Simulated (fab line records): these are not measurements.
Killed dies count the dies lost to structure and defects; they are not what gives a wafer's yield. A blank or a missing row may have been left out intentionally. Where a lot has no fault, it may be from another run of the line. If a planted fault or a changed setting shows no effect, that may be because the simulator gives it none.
Which tool was responsible?    flow n5Finfet    10 lots, 28 wafers sampled, at 5 steps of a route of 1938

== WHAT EACH GAUGE READ, for each wafer ==
N5_BEOL_M4_RC_MEAS_101.
lot   measured      on         DIBL_N (mV/V)
L803  day 8 08:42   prober-01  35.3 36.7 34.3
L805  day 8 20:08   prober-01  34.5 34.6 34.0
L807  day 9 14:22   prober-02  37.6 37.2 36.1
L808  day 10 00:17  prober-02  35.7 34.8 33.7
L809  day 10 17:09  prober-01  35.4 36.3 34.9
L811  day 10 08:52  prober-01  37.3 35.2 35.7
L814  day 11 21:41  prober-01  35.9 34.9 37.9
L818  day 12 16:52  prober-01  34.9 35.5
L820  day 12 18:44  prober-02  36.5 36.0
L822  day 13 15:44  prober-02  34.4 35.5 35.8

== WHICH TOOL RAN EACH LOT (tool, then ch and the chambers of the sampled wafers, then the start) ==
lot   N5_GATE_CUT_VAPOR_ETCH_60        N5_GATE_CUT_ETCH_58               N5_GATE_CUT_CMP_02            N5_GATE_CUT_HM_DEP_46
L803  rieMetal-02 ch 0,1, day 4 21:45  rieDiel-03 ch 0,3, day 4 21:48    cmp-02 ch 0,1,2, day 5 00:31  pecvd-03 ch 0,1,2, day 5 00:45
L805  rieMetal-02 ch 0,1, day 5 03:11  rieDiel-05 ch 0,3, day 5 03:19    cmp-02 ch 0,1,3, day 5 05:59  pecvd-03 ch 0,1,2, day 5 06:26
L807  rieMetal-01 ch 0,1, day 6 00:07  rieDiel-05 ch 0,1,2, day 6 00:10  cmp-02 ch 1,2, day 6 02:46    pecvd-03 ch 0,2, day 6 03:05
L808  rieMetal-03 ch 0,1, day 6 02:16  rieDiel-03 ch 1,2, day 6 02:19    cmp-04 ch 0,1, day 6 05:20    pecvd-02 ch 0,1,2, day 6 05:40
L809  rieMetal-01 ch 0,1, day 6 05:28  rieDiel-06 ch 0,1,3, day 6 05:34  cmp-03 ch 1,2, day 6 08:09    pecvd-01 ch 0,1,2, day 6 08:29
L811  rieMetal-01 ch 0,1, day 6 13:51  rieDiel-06 ch 1,3, day 6 13:54    cmp-04 ch 1,2, day 6 16:30    pecvd-02 ch 0,2, day 6 16:50
L814  rieMetal-01 ch 0,1, day 7 15:10  rieDiel-05 ch 0,3, day 7 15:25    cmp-04 ch 0,1,3, day 7 19:09  pecvd-02 ch 0,1,2, day 7 19:23
L818  rieMetal-01 ch 0, day 8 09:32    rieDiel-03 ch 1,3, day 8 09:35    cmp-02 ch 0,1, day 8 12:58    pecvd-03 ch 1,2, day 8 13:13
L820  rieMetal-01 ch 0,1, day 8 19:01  rieDiel-05 ch 1,2, day 8 19:13    cmp-02 ch 0,1, day 8 22:22    pecvd-03 ch 0,1, day 8 22:35
L822  rieMetal-03 ch 0,1, day 9 09:46  rieDiel-03 ch 0,1,2, day 9 09:50  cmp-02 ch 1,2,3, day 9 12:28  pecvd-03 ch 0,2, day 9 12:46
- N5_GATE_CUT_VAPOR_ETCH_60: etches HfO2 in BCl3/Cl2.
- N5_GATE_CUT_ETCH_58: etches SiNx in CH3F/O2, target depth 17 nm, time 128.6 s.
- N5_GATE_CUT_CMP_02: polishes, stops on SiO2, t overpolish 12.7 s, target thk 0 nm.
- N5_GATE_CUT_HM_DEP_46: deposits SiO2 from TEOS/O2, target thk 130 nm, time 26.6 s.

== THE ANSWER, worked out from the rows above alone ==
Rule: usual is defined by the lots themselves. The widest of any qualifying gaps counts: lots, ordered by their means at a reading, are off when they make up no more than a third of the lots, leave a main group of 4 or more, and stand apart from it by 3 or more times the standard deviation of that group's means. If all means in a main group match to the digits the tables above print for the reading, that group is not used. A lot without any number at a reading at which 4 lots or more have one is off too. Any other lot the step has rows for is counted as sound.
Nothing can be told from this: no lot is off at any reading shown.

== WHAT WAS PUT IN BY THE SIMULATOR ==
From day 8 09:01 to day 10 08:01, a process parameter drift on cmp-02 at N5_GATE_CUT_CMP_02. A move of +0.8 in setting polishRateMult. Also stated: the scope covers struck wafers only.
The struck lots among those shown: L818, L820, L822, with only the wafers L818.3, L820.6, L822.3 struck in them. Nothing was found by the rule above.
